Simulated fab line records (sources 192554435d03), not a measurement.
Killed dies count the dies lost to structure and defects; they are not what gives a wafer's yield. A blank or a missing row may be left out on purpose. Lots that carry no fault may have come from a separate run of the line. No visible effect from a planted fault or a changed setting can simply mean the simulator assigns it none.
fab line records	flow n5-finfet
record: lots: 5	wafers: 13	last-day: 17
route steps=1938 shown BEOL_M4@1099 BEOL_M5@1112 BEOL_M10@1524 BEOL_M15@1830 PASSIVATION@1936
lots that met no fault: from a run of the same line without faults
start-h: start of the lot's first displayed wafer, in hours after the record's first day	wait-h: how many hours have passed since the lot's step before this one	" identical to the entry in the row above	L1.1+2: a row that stands for several wafers	- no value present, or no start provided	* or withheld: withheld	< > ~ a bound
route shown NAME@n: a module of which the file shows steps, and the number in the route of the first	usual: average and standard deviation across the fault-free wafers	same: alike in all rows	chamber/n: place in a boat	sites: each site's reading	_std_site: their standard deviation	_edge_site: mean of outer sites minus mean of inner sites	radius-mm: for every site, how far away it sits from the centre of the wafer	mask NAME#n: copy n	behind: the tool/chamber that last shaped the wafer	hold: reason for holding the lot/hours on hold/outcome of the hold	device: which transistor (n, p or np) failed to switch	end of line: the route-end tests of the same wafers	a step without rows: its recipe alone	killed: not the wafer's yield, but the dies lost to structure and defects at the first sort	map: dies across one wafer; x = killed, . = not, _ = none there
set.NAME: the setting the step ran with; set.NAME@STEP: the setting that earlier step ran with	model.NAME: the simulator's own value behind a step, which no gauge read
lots seen at some steps along the route; tables by step, rows by wafer
services: a tool's chamber out of use, with start hour (start-h, from the record's first day; less than 0 if before it), hours out, and reason
== steps ==
step: N5_BEOL_M4_ANNEAL_95
recipe: temp-c: 400	time-s: 240	ambient: vacuum
step: N5_BEOL_M4_SPUTTER_96
recipe: material: Cu	target-thk-a: 45	temp-c: -20	chamber-pressure-pa: 0.07	power-w: withheld	time-s: 8.29
step: N5_BEOL_M4_ECD_50
recipe: material: Cu	target-thk-a: 3000
step: N5_BEOL_M4_ANNEAL_51
recipe: temp-c: 225	time-s: 90	ambient: N2
step: N5_BEOL_M4_CMP_52
recipe: stop-on: SiOC	t-overpolish-s: 6.8	down-force-psi: 1	platen-rpm: 50	clearing-platen-down-force-psi: 1.5	clearing-platen-rpm: 50	post-cmp-clean: cu-alkaline	target-thk-nm: 40	clearing-platen-pad-velocity-m-s: 0.99484	pad-velocity-m-s: 0.99484
step: N5_BEOL_M4_PRE_CLEAN_60
recipe: gas: NH3/H2	time-s: 15	temp-c: *	rf-power-w: 300
step: N5_BEOL_M4_CO_CAP_55
recipe: material: Co	target-thk-a: 20	temp-c: 200	precursor: CCTBA/H2	pressure-torr: 30	time-s: 102.1
step: N5_BEOL_M4_PRE_CLEAN_56
recipe: gas: NH3	time-s: 15	temp-c: withheld	rf-power-w: 300
step: N5_BEOL_M4_DEP_57
recipe: material: SiCN	target-thk-a: 80	temp-c: withheld	precursor: 3MS/NH3	pressure-torr: 3	rf-w: 202	time-s: 14
step: N5_BEOL_M4_RC_MEAS_101
usual: DIBL_N: 36.8/2.2	DIBL_P: 37.1/2.8	IOFF_N: 0.17/0.04	IOFF_P: 0.22/0.049	ION_N: 672/16	ION_P: 460/9.2	SS_N: 71.6/0.69	SS_P: 73.5/0.78	VT_N: 249/3.6	VT_P: -250/3.9
lot.wafer	tool	chamber	start-h	wait-h	DIBL_N[mV/V]	DIBL_P[mV/V]	IOFF_N[nA/um]	IOFF_P[nA/um]	ION_N[uA/um]	ION_P[uA/um]	SS_N[mV/dec]	SS_P[mV/dec]	VT_N[mV]	VT_P[mV]
L806.2	prober-02	0	187.06	0.2	37.5	36.6	0.19	0.20	673	445	71.3	73.9	246	-251
L806.4	"	0	"	"	35.5	34.7	0.14	0.16	675	451	71.3	73.3	251	-256
L806.6	"	0	"	"	34.3	34.1	0.14	0.16	685	458	71.0	72.9	249	-256
L812.2	prober-02	0	235.57	0.2	38.7	39.5	0.22	0.26	697	474	72.4	75.4	243	-246
L812.3	"	0	"	"	38.3	39.0	0.21	0.25	701	472	72.8	73.5	246	-247
L813.2	prober-02	0	243.13	0.2	37.8	37.5	0.17	0.25	672	468	71.8	73.9	251	-245
L813.3	"	0	"	"	38.4	37.4	0.19	0.26	664	459	72.2	73.3	249	-245
L816.1	prober-02	0	260.80	0.0	34.7	37.0	0.14	0.20	686	469	70.7	72.9	252	-249
L816.3	"	0	"	"	36.4	37.2	0.20	0.21	660	456	73.3	73.3	250	-251
L816.4	"	0	"	"	33.1	33.6	0.11	0.15	639	441	71.2	72.1	255	-252
L823.3	prober-01	0	304.84	0.3	39.7	39.9	0.25	0.32	691	462	73.0	73.6	243	-242
L823.4	"	0	"	"	38.9	40.4	0.23	0.34	683	474	72.8	74.3	245	-242
L823.5	"	0	"	"	38.4	39.0	0.21	0.29	677	463	71.9	73.4	246	-244
step: N5_BEOL_M5_ILD_DEP_00
recipe: material: SiCOH_lowk	target-thk-a: 1406.4	temp-c: 300	precursor: DEMS/porogen	pressure-torr: 5	rf-w: 500	time-s: 25.9
step: N5_BEOL_M5_CURE_79
recipe: temp-c: 385	time-s: 240	ambient: He/Ar	material: SiCOH_lowk
step: N5_BEOL_M5_PECVD_70
recipe: material: SiO2	target-thk-a: 160	temp-c: 400	precursor: TEOS/O2	pressure-torr: 5.5	rf-w: 450	teos-flow-sccm: 53.8	gas: O2	flow-sccm: 3000	time-s: 18
step: N5_BEOL_M5_HM_DEP_02
recipe: material: TiN	target-thk-a: 200	temp-c: 25	chamber-pressure-pa: 0.49996
step: N5_BEOL_M5_COAT_59
recipe: resist: SOC	temp-c: 250	time-s: 60	spin-rpm: 1500	resist-thk-nm: 60
step: N5_BEOL_M5_COAT_60
recipe: resist: SiARC	temp-c: 220	time-s: 60	spin-rpm: 1500	resist-thk-nm: 12
step: N5_BEOL_M5_COAT_71
recipe: resist: underlayer	temp-c: 205	time-s: 60	spin-rpm: 1500	resist-thk-nm: 5
step: N5_BEOL_M5_COAT_05
recipe: resist: CAR-EUV	spin-rpm: 1500	resist-thk-nm: 30
step: N5_BEOL_M5_EBR_07
recipe: solvent: PGMEA	ebr-width-mm: 1.5
step: N5_BEOL_M5_SOFTBAKE_06
recipe: temp-c: 110	time-s: 60	resist: CAR-EUV
step: N5_BEOL_M5_EXPOSE_08
recipe: mask-id: M5	na: 0.33	source-shape: annular	sigma-inner: 0.4	sigma-outer: 0.8	polarization: unpolarized	target-cd-nm: 28	dose-mj: 35.75
step: N5_BEOL_M5_PEB_09
recipe: peb-temp-c: 100	peb-time-s: 60	resist: CAR-EUV
step: N5_BEOL_M5_DEVELOP_10
recipe: develop-time-s: 30	developer: TMAH	resist: CAR-EUV	rinse-liquid: surfactant-rinse	dry: air-spin	dev-temp-c: 23
step: N5_BEOL_M5_DESCUM_16
recipe: chemistry: O2	time-s: 7	source-power-w: 50	bias-power-w: 20	pressure-mtorr: 20	rf-frequency-hz: 2.712e+07	temp-c: 40	resist: CAR-EUV	o2-flow-sccm: 225
step: N5_BEOL_M5_ETCH_72
recipe: chemistry: N2/H2	target: underlayer	target-depth-a: 65	mask-material: CAR-EUV	time-s: 5.2	ion-energy-ev: 200	pressure-mtorr: 30	source-w: 840	bias-w: 150	n2-flow-sccm: 200	h2-flow-sccm: 200	ends: cleared
step: N5_BEOL_M5_ETCH_61
recipe: chemistry: CF4	target: SiARC	target-depth-a: 156	mask-material: CAR-EUV	time-s: 26	ion-energy-ev: 80	pressure-mtorr: 40	source-w: 545	bias-w: 36	Ar_flow_sccm: 100	cf4-flow-sccm: 100	ends: cleared
step: N5_BEOL_M5_ETCH_62
recipe: chemistry: N2/H2	target: SOC	target-depth-a: 750	overetch-a: 150	mask-material: SiARC	temp-c: 40	time-s: 112.5	ion-energy-ev: 200	pressure-mtorr: 30	source-w: 840	bias-w: 150	n2-flow-sccm: 200	h2-flow-sccm: 200
step: N5_BEOL_M5_STRIP_63
recipe: chemistry: N2/H2	temp-c: 40	n2-flow-sccm: 200	h2-flow-sccm: 200	rf-frequency-hz: 6e+07
step: N5_BEOL_M5_STRIP_73
recipe: chemistry: N2/H2	temp-c: 40	n2-flow-sccm: 200	h2-flow-sccm: 200	rf-frequency-hz: 6e+07
step: N5_BEOL_M5_STRIP_64
recipe: chemistry: CF4	resist: SiARC	power-w: 300	bias-power-w: 75	pressure-mtorr: 50	cf4-flow-sccm: 150	rf-frequency-hz: 6e+07
step: N5_BEOL_M5_HM_OPEN_17
recipe: chemistry: Cl2/BCl3	target-depth-a: 200	overetch-a: 60	target: TiN	mask-material: SOC	ion-energy-ev: 150	pressure-mtorr: 10	icp-w: 1000	bias-w: 126	Cl2_flow_sccm: 53.25	bcl3-flow-sccm: 21.75	Ar_flow_sccm: 25
step: N5_BEOL_M5_STRIP_19
recipe: chemistry: O2	power-w: 400	temp-c: 40	pressure-mtorr: 30	rf-frequency-hz: 6e+07	bias-power-w: 0	overash-fraction: 0.2	o2-flow-sccm: 225
step: N5_BEOL_M5_COAT_65
recipe: resist: SOC	temp-c: 250	time-s: 60	spin-rpm: 1500	resist-thk-nm: 60
step: N5_BEOL_M5_COAT_66
recipe: resist: SiARC	temp-c: 220	time-s: 60	spin-rpm: 1500	resist-thk-nm: 12
step: N5_BEOL_M10_ALD_74
recipe: material: TaN	target-thk-a: 20	temp-c: 275	ald-precursor-family: PDMAT	ald-co-reactant: NH3	pressure-torr: 3	carrier-flow-sccm: 1500	pulse-time-s: 2	purge-time-s: 3	co-reactant-purge-time-s: 2	co-reactant-pulse-time-s: 3	ald-cycles: 40	precursor-vessel-temp-c: 75	precursor-vessel-pressure-torr: 26.25	precursor-vessel-carrier-sccm: 1000
usual: ald-cycles: 40/0	heater-power-w: 441/35	precursor-vessel-pressure-torr: 26.25/0.055	precursor-vessel-temp-c: 74.98/0.12
lot.wafer	tool	chamber	start-h	wait-h	ald-cycles	heater-power-w	precursor-vessel-pressure-torr	precursor-vessel-temp-c	model.TaN_of_BEOL_M10_ALD_74.thk-nm
L806.2	ald-metal-01	3	238.49	0.1	40	429	26.29	75.17	2
L806.4	"	2	"	"	40	430	26.20	74.75	2
L806.6	"	0	"	"	40	493	26.22	74.88	2
L812.2	ald-metal-01	1	282.40	0.0	18	487	26.31	74.95	1
L812.3	"	3	"	"	40	415	26.25	75.08	2
L813.2	ald-metal-01	1	293.73	0.1	18	506	26.17	75.14	1
L813.3	"	3	"	"	40	419	26.21	74.86	2
L816.1	ald-metal-01	1	314.77	0.1	18	506	26.18	74.92	1
L816.3	"	2	"	"	40	437	26.20	74.90	2
L816.4	"	3	"	"	40	427	26.19	74.91	2
L823.3	ald-metal-03	0	355.77	0.1	40	449	26.19	74.93	2
L823.4	"	1	"	"	40	386	26.25	75.14	2
L823.5	"	1	"	"	40	405	26.28	75.06	2
step: N5_BEOL_M15_RC_MEAS_101
usual: COMB_M10: 1.5e-11/3.5e-12	COMB_M10_max_site: 2.2e-11/5.5e-12	COMB_M11: 1.4e-11/2.8e-12	COMB_M12: 6.1e-12/1.3e-12	COMB_M13: 4.9e-12/1.2e-12	COMB_M14: 3.8e-12/8.8e-13	COMB_M15: 2.6e-12/7.2e-13	COMB_M15_max_site: 3.6e-12/9.7e-13	COMB_M5: 3.7e-11/8e-12	COMB_M6: 2.6e-11/5.5e-12	COMB_M6_max_site: 3.7e-11/8.6e-12	COMB_M7: 2.5e-11/5.9e-12	COMB_M8: 2.6e-11/4.9e-12	COMB_M9: 1.5e-11/3.3e-12	SERP_M10: 3.07/0.11	SERP_M11: 3.08/0.092	SERP_M12: 0.632/0.019	SERP_M13: 0.307/0.0095	SERP_M14: 0.162/0.004	SERP_M5: 38.4/1.9	SERP_M6: 13.8/0.65	SERP_M7: 13.7/0.68	SERP_M8: 13.6/0.69	SERP_M8_max_site: 14.1/0.69	SERP_M9: 3.07/0.12	SERP_M9_max_site: 3.16/0.14
lot.wafer	tool	chamber	start-h	wait-h	COMB_M10[S/m]	COMB_M10_max_site[S/m]	COMB_M11[S/m]	COMB_M12[S/m]	COMB_M13[S/m]	COMB_M14[S/m]	COMB_M15[S/m]	COMB_M15_max_site[S/m]	COMB_M5[S/m]	COMB_M6[S/m]	COMB_M6_max_site[S/m]	COMB_M7[S/m]	COMB_M8[S/m]	COMB_M9[S/m]	SERP_M10[ohm/um]	SERP_M11[ohm/um]	SERP_M12[ohm/um]	SERP_M13[ohm/um]	SERP_M14[ohm/um]	SERP_M5[ohm/um]	SERP_M6[ohm/um]	SERP_M7[ohm/um]	SERP_M8[ohm/um]	SERP_M8_max_site[ohm/um]	SERP_M9[ohm/um]	SERP_M9_max_site[ohm/um]
L806.2	prober-01	0	278.01	0.2	1.3e-11	1.9e-11	1.64e-11	3.5e-12	2.9e-12	3.8e-12	2e-12	2.5e-12	3e-11	2e-11	2.9e-11	2.6e-11	2.6e-11	1.7e-11	3.30	3.03	0.627	0.303	0.158	36.5	12.9	13.0	13.4	14.1	3.03	3.10
L806.4	"	0	"	"	1e-11	1.9e-11	1.19e-11	4.5e-12	3.4e-12	5e-12	1.5e-12	2.1e-12	3.9e-11	2.4e-11	3.2e-11	1.6e-11	3.1e-11	1.4e-11	2.96	3.13	0.631	0.313	0.160	38.8	13.9	14.5	12.3	12.7	3.07	3.14
L806.6	"	0	"	"	1e-11	1.5e-11	1.37e-11	5.2e-12	2.4e-12	4.8e-12	1.5e-12	2.5e-12	3e-11	2.3e-11	2.9e-11	2.3e-11	3.2e-11	1.4e-11	3.22	2.89	0.613	0.318	0.162	41.2	13.2	14.5	12.6	13.1	3.02	3.07
L812.2	prober-02	0	313.45	0.2	1.94e-10	3.07e-10	1.68e-11	6.1e-12	4.5e-12	3.5e-12	3.3e-12	4.3e-12	1.8e-11	3e-11	4.2e-11	2.4e-11	2.4e-11	1.8e-11	2.72	3.20	0.613	0.317	0.165	37.6	13.1	13.2	13.6	14.0	2.99	3.01
L812.3	"	0	"	"	1.6e-11	2.2e-11	1.44e-11	5.8e-12	3.8e-12	5.8e-12	2.6e-12	3.7e-12	4.3e-11	3.3e-11	5.3e-11	2.5e-11	2e-11	1.7e-11	3.09	3.10	0.665	0.317	0.159	39.2	14.2	14.3	14.1	14.7	3.02	3.08
L813.2	prober-01	0	328.72	0.2	1.69e-10	2.41e-10	1.04e-11	7e-12	3.8e-12	2.5e-12	2e-12	3.2e-12	5e-11	2.7e-11	3.2e-11	2.4e-11	2.1e-11	1.7e-11	2.97	3.24	0.609	0.303	0.163	40.3	13.7	13.1	13.4	13.8	3.22	3.39
L813.3	"	0	"	"	1.3e-11	1.9e-11	1.57e-11	5.7e-12	5.8e-12	3.1e-12	1.6e-12	2.6e-12	4.8e-11	2.4e-11	3.1e-11	2.2e-11	1.9e-11	1.5e-11	3.15	3.00	0.628	0.308	0.162	38.0	14.7	14.1	14.6	15.4	2.96	2.96
L816.1	prober-02	0	350.78	0.0	1.75e-10	2.77e-10	1.45e-11	8.9e-12	5.8e-12	6.2e-12	3.4e-12	4.4e-12	2.8e-11	2.7e-11	4e-11	2.6e-11	3.2e-11	2e-11	2.97	3.17	0.617	0.297	0.155	36.6	13.7	13.7	14.1	15.2	2.96	3.06
L816.3	"	0	"	"	1.5e-11	2.7e-11	1.86e-11	7.2e-12	4.4e-12	4.1e-12	3.9e-12	5.5e-12	3.7e-11	2.6e-11	3.8e-11	3.5e-11	1.7e-11	1.7e-11	3.15	3.03	0.660	0.305	0.162	39.8	13.0	13.3	12.9	13.9	3.31	3.36
L816.4	"	0	"	"	2.3e-11	3.4e-11	1.66e-11	5.3e-12	6.5e-12	6.7e-12	3e-12	4.2e-12	3.2e-11	2.5e-11	3.2e-11	2.3e-11	3e-11	1.4e-11	3.06	3.00	0.622	0.299	0.169	37.2	13.4	13.9	12.5	13.3	3.03	3.05
L823.3	prober-02	0	391.24	0.3	1.3e-11	2e-11	1.38e-11	8.6e-12	5.3e-12	3.7e-12	3.5e-12	5.1e-12	4.6e-11	2e-11	3.1e-11	2.4e-11	2.9e-11	2e-11	3.34	3.29	0.597	0.291	0.158	39.5	14.1	12.9	12.5	12.9	3.19	3.36
L823.4	"	0	"	"	1.5e-11	1.9e-11	1.28e-11	6.5e-12	6.4e-12	4.8e-12	3.3e-12	3.8e-12	6.6e-11	2.5e-11	3.4e-11	4.7e-11	1.8e-11	1.3e-11	3.08	3.21	0.589	0.307	0.163	37.3	12.9	12.8	12.6	13.5	3.03	3.11
L823.5	"	0	"	"	1.6e-11	2.6e-11	1.19e-11	9e-12	6.6e-12	3.2e-12	2.7e-12	4.4e-12	4.1e-11	4e-11	5.6e-11	3.5e-11	2e-11	3e-11	3.03	3.20	0.623	0.285	0.159	38.1	13.6	13.9	11.9	12.5	2.95	2.98
sites COMB_M10 radius-mm=0,75,75,75,75,140,140,140,140
L806.2 1.4e-11 1.4e-11 1.4e-11 1.2e-11 1.3e-11 1.2e-11 1e-11 1.3e-11 1.9e-11
L812.2 1.81e-10 1.78e-10 1.85e-10 2.85e-10 1.94e-10 2.12e-10 2.52e-10 1.31e-10 3.07e-10
L813.2 1.39e-10 1.26e-10 1.56e-10 1.99e-10 1.6e-10 2.09e-10 1.69e-10 2.41e-10 2.18e-10
L816.1 1.38e-10 1.88e-10 1.23e-10 1.53e-10 2.77e-10 2.11e-10 1.09e-10 2.7e-10 1.75e-10
L823.3 1.3e-11 1.2e-11 2e-11 1.4e-11 1.1e-11 1.2e-11 1.8e-11 1.4e-11 1e-11
step: N5_PASSIVATION_PROBE_49
usual: defect-limited-yield: 91.1/1.5	killed_at_M0_to_M3: 35/11	killed_at_M4_up: 13/5.7	killed-at-contacts: 12/5.7	killed-at-front-end: 40/11	killed-at-other: 4/4.4	killed-dies: 105/18	killed-open: 68/14	killed-short: 34/7.4	sort_bin_4_leakage: 0.00/0.011	sort_bin_5_function: 5.2/1	sort_bin_6_memory: 3.3/0.67	sort_bin_8_speed: 0.04/0.29	sort-n-pass: 1074/18	sort-yield-pct: 91.0/1.5
same: gross-dies: 1180	killed-at-back-side: 0
lot.wafer	tool	chamber	start-h	wait-h	defect-limited-yield[%]	killed_at_M0_to_M3	killed_at_M4_up	killed-at-contacts	killed-at-front-end	killed-at-other	killed-dies	killed-open	killed-short	sort_bin_4_leakage[%]	sort_bin_5_function[%]	sort_bin_6_memory[%]	sort_bin_8_speed[%]	sort-n-pass	sort-yield-pct[%]
L812.2	prober-01	-	327.53	0.1	88.9	43	25	12	50	1	131	76	41	1.19	6.7	2.9	0	1049	88.9
L813.2	prober-02	-	345.91	0.4	90.2	25	23	11	56	1	116	67	33	1.10	4.7	3.7	0	1064	90.2
L813.3	prober-02	-	345.96	0.4	91.6	32	19	4	39	5	99	75	24	0	4.6	3.6	0	1081	91.6
L816.1	prober-02	-	367.59	0.0	91.3	34	22	8	37	2	103	59	31	1.10	4.6	2.9	0	1077	91.3
killed by level:class
L812.2 M10:area-ald=14 FIN_SAQP:geometric-particle:open=12 BEOL_M1:geometric-particle:open=11 FIN_SAQP:geometric-particle:short=10 MOL_CONTACT_COAG:geometric-particle:open=10 BEOL_M0_SAQP:geometric-particle:open=8 BEOL_M0_SAQP:geometric-particle:short=8 BEOL_M4:geometric-particle:open=7
L813.2 STI_FIN_REVEAL:geometric-particle:open=25 M10:area-ald=13 MOL_CONTACT_COAG:geometric-particle:open=8 BEOL_M0_SAQP:geometric-particle:open=8 BEOL_M0_SAQP:geometric-particle:short=7 GATE_CUT:geometric-particle:short=5 FIN_SAQP:geometric-particle:short=4 FIN_SAQP:geometric-particle:open=4
L813.3 STI_FIN_REVEAL:geometric-particle:open=16 BEOL_M4:geometric-particle:open=11 BEOL_M0_SAQP:geometric-particle:open=10 BEOL_M3:geometric-particle:open=9 FIN_SAQP:geometric-particle:open=6 GATE_CUT:geometric-particle:short=4 BEOL_M2:geometric-particle:open=4 MOL_CONTACT_COAG:geometric-particle:open=3
L816.1 M10:area-ald=13 FIN_SAQP:geometric-particle:open=8 STI_FIN_REVEAL:geometric-particle:open=8 MOL_CONTACT_COAG:geometric-particle:open=7 BEOL_M1:geometric-particle:open=7 BEOL_M1:geometric-particle:short=7 BEOL_M4:geometric-particle:open=6 BEOL_M0_SAQP:geometric-particle:short=6
map L812.2 (x killed, . not)
_________________x......x....________________
______________.................._____________
___________.xx..............x......__________
__________.....................x...._________
________x.....................x.x.x..x_______
_______....x........x.......x........x.______
______.....x........x..xx.....x.x....xx._____
_____xx.........x.....x.......x.x.....x..____
____.....x..........x........xx...........___
___..........x......x.x.x..x............x..__
___.x............x.x........x............x.__
__.....x...........x..x.x....x......x......x_
__.x.x......x...xx.........x........x....x.._
_........xx..................x...............
_..............x.x.x..............x..........
_..........x.....x.......x...x..x....x.......
_..x.....x...........x..........x.....xx.....
_...x......xx.......x.....x......x...........
_..x...........x...x...........x....x........
_x................x..........................
_.....x....x.............................x...
__............x...x..............x..x......._
__...x..x.......x.......x.................x._
___....x...................................__
___........x..x.........x..................__
____....x.....x......x.................x..___
_____.................x...xx........x..x.____
______..x...................x..........._____
_______...x.......x...............x....______
________........x.....x....x..x..x...._______
__________........x.........x......._________
___________........................__________
______________............x....._____________
_________________.x..........________________
map L813.2 (x killed, . not)
_________________....x.......________________
______________....x.x...x......._____________
___________..........x.........x..x__________
__________.x.x......................_________
________............x.....x.x......x.x_______
_______............x....x..............______
______.......x................x.....xx.._____
_____.x......x.......................x...____
____.x.............x........x..x......x...___
___...x....x..x....................x.x.....__
___......................x.................__
__...........x..................x..........._
__..............................x......x...._
_..........x.x......x.......x....x.x.........
_...........x..........x.......xx.x..........
_..x..x...............................x...x..
_............x.....x.........x..........x....
_.............x......................x.......
_.....x...................x...........x....x.
_.............x...x...............x......x...
_x.......x...x.....x.x....x.......x..........
__...............x.....x....x..............._
__.......x.........xx.....x......x.x.....x.._
___xx................x.............xx......__
___...x...................x........x.x.....__
____.........................x...........x___
_____......x.....x........xx.............____
______..x.............x.............x..._____
_______............x........x......x...______
________....x..............x.........._______
__________..........xx....x...x....._________
___________....x...............x...__________
______________.......x.x........_____________
_________________x...........________________
== services ==
tool	chamber	start-h	hours	kind
ald-metal-01	-	334.99	0.9	repair
== key ==
first-sign: step: N5_BEOL_M10_ALD_74	reading: ald-cycles	direction: down	sigmas: 99+	usual: *	struck: *
effect: step: N5_BEOL_M15_RC_MEAS_101	reading: COMB_M10	direction: up	sigmas: 47	usual: 1.5e-11	struck: 1.79e-10
effect: step: N5_PASSIVATION_PROBE_49	reading: sort_bin_4_leakage	direction: up	sigmas: 13	usual: 0.00	struck: 1.13
model-effect: step: N5_BEOL_M10_ALD_74	value: TaN_of_BEOL_M10_ALD_74.thk-nm	without: 2	struck: 1
met-at N5_BEOL_M10_ALD_74
struck-wafers L812.2,L813.2,L816.1
onset-between 238.49 282.40
fault: kind: process-parameter-drift	tool: ald-metal-01	chamber: -	onset-h: 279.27	steps: N5_BEOL_M10_ALD_74	channel: ald-cycles	offset: *	shape: step	end-h: 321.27	scope: struck-wafers-only	acts-in: *	stated: *
